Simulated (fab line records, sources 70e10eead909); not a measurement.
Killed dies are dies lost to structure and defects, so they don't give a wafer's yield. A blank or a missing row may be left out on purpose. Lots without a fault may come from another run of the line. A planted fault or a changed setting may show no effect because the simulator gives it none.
A struck lot beside a sound one | flow nand_harc | 18 steps out of a route of 1159
Sound: wafers L147.2, L147.4, L147.5. Struck: wafers L152.2, L152.3, L152.5. The cause comes at the end.
At each step with rows: each side's tool, then ch and its chambers, then its first start. Under that, the readings that differ: sound wafers | struck wafers | difference of the means | sigmas: that difference in standard deviations of wafers without a fault.
alike: readings whose means differ by less than 2 such deviations, and words and numbers that are the same on both sides. not compared: withheld readings, readings that some wafer has no value for, bounds like >300 that may hide the same value, and numbers for which the record gives no deviation and whose values overlap.
The two part at a step that has a row with sigmas, a row that says differs or no value, or rows on one side only. Numbers that don't overlap but have no deviation are shown without sigmas and don't part them. A reading that every wafer of one side lacks parts them only if that side has two wafers or more.

NHARC_P_GATE_CD_MEAS_46: target cd 720 nm.
  sound on cd_sem-01 ch 0, day 5 08:16; struck on cd_sem-01 ch 0, day 6 14:38
  alike: cd_nm
then, 1 step without rows for these wafers: NHARC_P_GATE_HARDBAKE_47 (time 80 s).
NHARC_P_GATE_DESCUM_48: chemistry O2, time 3 s.
  sound on rie_diel-08 ch 2,3, day 5 08:26; struck on rie_diel-08 ch 0,2,3, day 6 14:49
  alike: drypump_motor_current_A, oes_product_au, rf_vpp_V, showerhead_plenum_p_Torr, throttle_valve_pct
  not compared: rf_hours_counter_h
then, 1 step without rows for these wafers: NHARC_P_GATE_IMPLANT_49.
NHARC_P_GATE_STRIP_111: strips in N2/H2, time 250 s.
  sound on plasma_asher-02 ch 0,1, day 5 09:21; struck on plasma_asher-01 ch 0,1, day 6 15:11
  reading            | sound    | struck   | difference | sigmas
  heater_power_w (W) | 98 93 99 | 85 81 82 | -14        | -2
  alike: drypump_motor_current_A, rf_refl_power_W
  not compared: rf_hours_counter_h
NHARC_P_GATE_STRIP_75: strips in O2.
  sound on plasma_asher-02 ch 0,1, day 5 09:37; struck on plasma_asher-01 ch 0,1, day 6 15:29
  reading            | sound       | struck      | difference | sigmas
  heater_power_w (W) | 366 353 367 | 321 302 297 | -55        | -2
  alike: drypump_motor_current_A, rf_refl_power_W
  not compared: rf_hours_counter_h
then, 6 steps without rows for these wafers: NHARC_P_GATE_STRIP_50 (strips in SPM, time 900 s); NHARC_P_GATE_DEHYDRATE_51 (time 120 s); NHARC_P_GATE_HMDS_52 (time 30 s); NHARC_P_GATE_COAT_53; NHARC_P_GATE_SOFTBAKE_54 (time 95 s); NHARC_P_GATE_EBR_55.
NHARC_P_GATE_EXPOSE_56: exposes mask P PSD, target cd 720 nm.
  sound on krf_scanner-04 ch 0, day 5 10:22; struck on krf_scanner-01 ch 0, day 6 16:15
  reading | sound                   | struck                           | difference | sigmas
  mask    | P_PSD#0 P_PSD#0 P_PSD#0 | P_PSD_R1#0 P_PSD_R1#0 P_PSD_R1#0 | differs    |
then, 2 steps without rows for these wafers: NHARC_P_GATE_PEB_57 (peb time 85 s); NHARC_P_GATE_DEVELOP_58 (time 70 s).
NHARC_P_GATE_CD_MEAS_59: target cd 720 nm.
  sound on cd_sem-01 ch 0, day 5 10:32; struck on cd_sem-02 ch 0, day 6 16:25
  reading    | sound             | struck            | difference | sigmas
  cd_nm (nm) | 717.1 720.0 721.2 | 707.9 710.6 706.2 | -11.2      | -6
then, 2 steps without rows for these wafers: NHARC_P_GATE_HARDBAKE_60 (time 80 s); NHARC_END_SORT_01.

WHERE THEY PART
First at NHARC_P_GATE_STRIP_111; last, within this record, at NHARC_P_GATE_CD_MEAS_59.

WHY: what the simulator had put in
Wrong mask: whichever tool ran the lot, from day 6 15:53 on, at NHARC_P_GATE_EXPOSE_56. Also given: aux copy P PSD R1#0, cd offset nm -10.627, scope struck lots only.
